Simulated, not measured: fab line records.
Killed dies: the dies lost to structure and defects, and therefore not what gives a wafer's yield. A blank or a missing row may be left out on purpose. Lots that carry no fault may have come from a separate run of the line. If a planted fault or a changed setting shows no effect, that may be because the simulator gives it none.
Which tool did it? || flow nand harc || at 1 step of a route of 1302, 12 lots with 36 wafers sampled

## WHAT THE GAUGES READ, wafer by wafer
NHARC_A_M0_THK_MEAS_24: measures by xrf.
{"lot": "L076", "measured": "day 22 22:44", "on": "film metro-02", "thk nm (nm)": "114.5 116.2 114.6"}
{"lot": "L077", "measured": "day 23 21:49", "on": "film metro-02", "thk nm (nm)": "115.5 114.2 115.9"}
{"lot": "L079", "measured": "day 24 09:18", "on": "film metro-02", "thk nm (nm)": "114.7 113.4 116.5"}
{"lot": "L080", "measured": "day 26 03:02", "on": "film metro-02", "thk nm (nm)": "115.0 114.3 114.1"}
{"lot": "L083", "measured": "day 26 15:49", "on": "film metro-02", "thk nm (nm)": "116.1 112.3 116.7"}
{"lot": "L084", "measured": "day 27 10:04", "on": "film metro-01", "thk nm (nm)": "112.4 111.9 113.2"}
{"lot": "L090", "measured": "day 28 20:35", "on": "film metro-01", "thk nm (nm)": "112.6 111.3 112.7"}
{"lot": "L087", "measured": "day 29 03:22", "on": "film metro-01", "thk nm (nm)": "115.5 113.7 114.9"}
{"lot": "L092", "measured": "day 29 21:12", "on": "film metro-01", "thk nm (nm)": "115.1 111.9 112.7"}
{"lot": "L093", "measured": "day 30 11:55", "on": "film metro-01", "thk nm (nm)": "114.2 116.6 116.2"}
{"lot": "L094", "measured": "day 31 04:46", "on": "film metro-02", "thk nm (nm)": "114.7 112.0 113.0"}
{"lot": "L097", "measured": "day 31 20:31", "on": "film metro-01", "thk nm (nm)": "114.8 117.2 115.9"}

## WHICH TOOL RAN EACH LOT (tool, then ch and the chambers of the sampled wafers, then the start)
No process step before these readings appears in the record.

## THE ANSWER, worked out from the rows above alone
Rule: the usual values come from the lots themselves. Put in order of their means at a reading, lots are off if they are a third of the lots or fewer, leave a main group of 4 or more, and stand apart from it by a gap of 3 or more times the standard deviation of the main group's means; of several such gaps the widest counts. The tables above print the reading to a certain number of digits; a main group whose means all agree to those digits is not used. A lot without any number at a reading at which 4 lots or more have one is off too. Where the step has rows for the other lots, those lots are counted as sound.
None of the lots is off at any reading shown; this tells nothing.

## WHAT THE SIMULATOR HAD INSERTED
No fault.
